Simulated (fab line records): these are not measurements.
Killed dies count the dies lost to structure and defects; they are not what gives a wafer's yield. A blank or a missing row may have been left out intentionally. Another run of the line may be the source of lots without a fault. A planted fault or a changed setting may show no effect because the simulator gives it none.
Which tool is to blame?	flow nand harc	24 lots with 72 wafers sampled at 3 steps, on a route of 1302 steps

== WHAT THE GAUGES SHOWED, per wafer ==
NHARC_P_CONTACT_INSPECT_27. Usual: raw defect count reads 291 (standard deviation 140).
lot	measured	on	raw defect count	flag
L074	day 6 04:44	defect inspect-02	266 222 241	
L075	day 6 09:32	defect inspect-01	209 197 143	
L076	day 7 03:49	defect inspect-02	392 342 494	
L077	day 7 13:01	defect inspect-01	862 386 708	
L078	day 7 15:59	defect inspect-01	315 201 141	
L079	day 8 11:23	defect inspect-02	555 473 525	
L080	day 8 21:22	defect inspect-01	482 320 272	
L081	day 9 05:17	defect inspect-01	273 183 523	
L082	day 9 12:03	defect inspect-01	304 320 238	
L083	day 10 01:37	defect inspect-02	337 253 378	
L084	day 10 10:46	defect inspect-02	364 259 590	
L085	day 10 23:19	defect inspect-02	304 198 139	
L086	day 11 00:22	defect inspect-01	177 130 213	
L087	day 11 22:29	defect inspect-01	223 214 98	
L088	day 11 23:07	defect inspect-02	159 138 97	
L090	day 12 12:09	defect inspect-01	257 455 243	
L089	day 12 12:56	defect inspect-02	211 182 208	
L091	day 13 05:32	defect inspect-01	200 291 254	
L092	day 13 16:16	defect inspect-01	174 120 234	
L093	day 13 17:38	defect inspect-01	447 366 359	
L094	day 14 06:39	defect inspect-01	405 252 445	
L095	day 14 12:23	defect inspect-01	214 238 234	
L096	day 15 05:19	defect inspect-02	240 337 229	
L097	day 15 13:30	defect inspect-01	343 294 151	

NHARC_P_M0_CD_MEAS_16. Usual: cd nm reads 89.9 nm (standard deviation 0.69).
lot	measured	on	cd nm (nm)	flag
L074	day 6 06:07	cd sem-02	88.4 89.1 88.3	
L075	day 6 10:56	cd sem-02	90.9 90.8 90.7	
L076	day 7 05:13	cd sem-02	89.5 89.1 89.4	
L077	day 7 14:24	cd sem-01	90.3 90.3 90.0	
L078	day 7 17:22	cd sem-02	90.4 90.8 91.3	
L079	day 8 12:47	cd sem-02	90.2 90.2 89.9	
L080	day 8 23:17	cd sem-01	90.0 89.9 90.0	
L081	day 9 06:40	cd sem-02	90.0 90.1 89.8	
L082	day 9 13:19	cd sem-03	89.2 89.2 88.8	
L083	day 10 03:01	cd sem-01	89.8 89.3 89.7	
L084	day 10 12:09	cd sem-02	88.8 90.0 89.0	
L085	day 11 00:46	cd sem-03	89.8 89.8 90.0	
L086	day 11 01:53	cd sem-03	90.9 89.0 90.3	
L087	day 11 23:46	cd sem-02	90.5 90.5 90.3	
L088	day 12 00:30	cd sem-03	90.8 90.2 90.1	
L090	day 12 14:19	cd sem-03	90.2 88.4 89.4	
L089	day 12 14:20	cd sem-01	89.1 90.7 89.5	
L091	day 13 06:55	cd sem-01	90.9 91.9 90.8	
L092	day 13 17:40	cd sem-01	90.7 89.4 89.5	
L093	day 13 19:01	cd sem-01	90.0 89.6 90.0	
L094	day 14 08:02	cd sem-03	91.5 89.7 90.3	
L095	day 14 13:49	cd sem-01	90.7 90.0 89.3	
L096	day 15 06:34	cd sem-01	89.9 89.5 89.7	
L097	day 15 14:53	cd sem-01	89.3 89.9 89.9	

== TOOL THAT RAN EACH LOT (tool first, then ch and the chambers of the sampled wafers, then the start) ==
lot	NHARC_P_CONTACT_ETCH_36
L074	rie diel-04 ch 0,1,3, day 6 04:44 or earlier
L075	rie diel-01 ch 0,1,2, day 6 09:32 or earlier
L076	rie diel-04 ch 0,2,3, day 7 03:49 or earlier
L077	rie diel-04 ch 0,2,3, day 7 13:01 or earlier
L078	rie diel-04 ch 0,3, day 7 15:59 or earlier
L079	rie diel-01 ch 0,1,2, day 8 11:23 or earlier
L080	rie diel-12 ch 1,2,3, day 8 21:22 or earlier
L081	rie diel-12 ch 0,1,3, day 9 05:17 or earlier
L082	rie diel-01 ch 1,2, day 9 12:03 or earlier
L083	rie diel-04 ch 0,2,3, day 10 01:37 or earlier
L084	rie diel-12 ch 0,1,2, day 10 10:46 or earlier
L085	rie diel-04 ch 0,1,3, day 10 23:19 or earlier
L086	rie diel-01 ch 2,3, day 11 00:22 or earlier
L087	rie diel-01 ch 0,1,3, day 11 22:29 or earlier
L088	rie diel-01 ch 0,1,3, day 11 23:07 or earlier
L090	rie diel-04 ch 2,3, day 12 12:09 or earlier
L089	rie diel-01 ch 0,1,2, day 12 12:56 or earlier
L091	rie diel-12 ch 1,2,3, day 13 05:32 or earlier
L092	rie diel-04 ch 0,1, day 13 16:16 or earlier
L093	rie diel-12 ch 1,2, day 13 17:38 or earlier
L094	rie diel-01 ch 0,1,3, day 14 06:39 or earlier
L095	rie diel-04 ch 0,1,3, day 14 12:23 or earlier
L096	rie diel-04 ch 0,3, day 15 05:19 or earlier
L097	rie diel-04 ch 0,1, day 15 13:30 or earlier
- NHARC_P_CONTACT_ETCH_36: etches the open film in N2/H2, target depth 260 nm, time 406.25 s.

== AS READ BY THE TOOLS THEMSELVES (means over the sampled wafers that have a number; for cases with no such wafer, the mark the record gives instead) ==
NHARC_P_CONTACT_ETCH_36. Usual: drypump motor current A 5.9 A, standard deviation 0.53; oes product au 1.000 a.u., standard deviation 0.0068; rf fwd power W 399.2 W, standard deviation 1.4; rf vpp V 431.0 V, standard deviation 2.9; showerhead plenum p Torr 2.06 Torr, standard deviation 0.11; throttle valve pct 14.172 %, standard deviation 0.0088.
lot	tool	drypump motor current A (A)	oes product au (a.u.)	rf fwd power W (W)	rf vpp V (V)	showerhead plenum p Torr (Torr)	throttle valve pct (%)	flag
L074	rie diel-04	5.2	1.001	398.2	429.7	2.02	14.175	
L075	rie diel-01	6.1	1.003	400.2	431.4	2.07	14.163	
L076	rie diel-04	5.7	1.003	397.2	431.8	2.11	14.184	
L077	rie diel-04	5.7	1.000	398.4	432.4	2.11	14.175	
L078	rie diel-04	5.1	1.003	399.7	431.9	2.08	14.167	
L079	rie diel-01	6.1	0.997	398.8	431.7	2.07	14.170	
L080	rie diel-12	6.1	1.000	400.3	429.8	2.00	14.182	
L081	rie diel-12	6.1	0.997	398.8	430.6	2.03	14.166	
L082	rie diel-01	6.3	0.996	399.0	428.4	1.97	14.171	
L083	rie diel-04	5.7	0.999	400.8	431.5	2.11	14.175	
L084	rie diel-12	6.1	1.001	400.0	431.9	2.10	14.176	
L085	rie diel-04	5.2	1.005	399.7	430.3	2.02	14.167	
L086	rie diel-01	6.0	1.004	398.4	430.8	2.06	14.172	
L087	rie diel-01	6.1	1.000	398.9	431.1	2.04	14.174	
L088	rie diel-01	6.1	0.995	399.3	430.0	2.04	14.184	
L090	rie diel-04	5.9	1.006	399.7	431.0	2.08	14.180	
L089	rie diel-01	6.1	1.000	398.6	430.7	2.07	14.169	
L091	rie diel-12	6.1	1.000	399.4	429.5	2.00	14.176	
L092	rie diel-04	5.0	0.997	398.4	429.6	1.99	14.173	
L093	rie diel-12	6.2	0.988	400.0	430.9	2.07	14.180	
L094	rie diel-01	6.1	0.993	399.1	430.4	2.04	14.168	
L095	rie diel-04	5.2	1.001	399.6	430.6	2.02	14.176	
L096	rie diel-04	5.4	1.004	399.0	430.5	2.05	14.174	
L097	rie diel-04	5.0	1.000	399.7	430.5	2.04	14.165	

== THE ANSWER, worked out from the rows above alone ==
Rule: take the mean of a lot's wafers that have a number; if it is more than 3 standard deviations from the usual mean, the lot is off. Also off: a lot with no number at a reading for which 4 or more lots have one. The other lots that the step has rows for count as sound. The gauges are gone through in route order, then the tools' own readings, and for those a lot's mean is taken as printed above. At the first step where some lot is off, the reading lying furthest off is the one used; lots without a number count as furthest.
No lot is off on any of the readings shown, so nothing can be concluded from this.

== WHAT HAD BEEN PUT IN BY THE SIMULATOR ==
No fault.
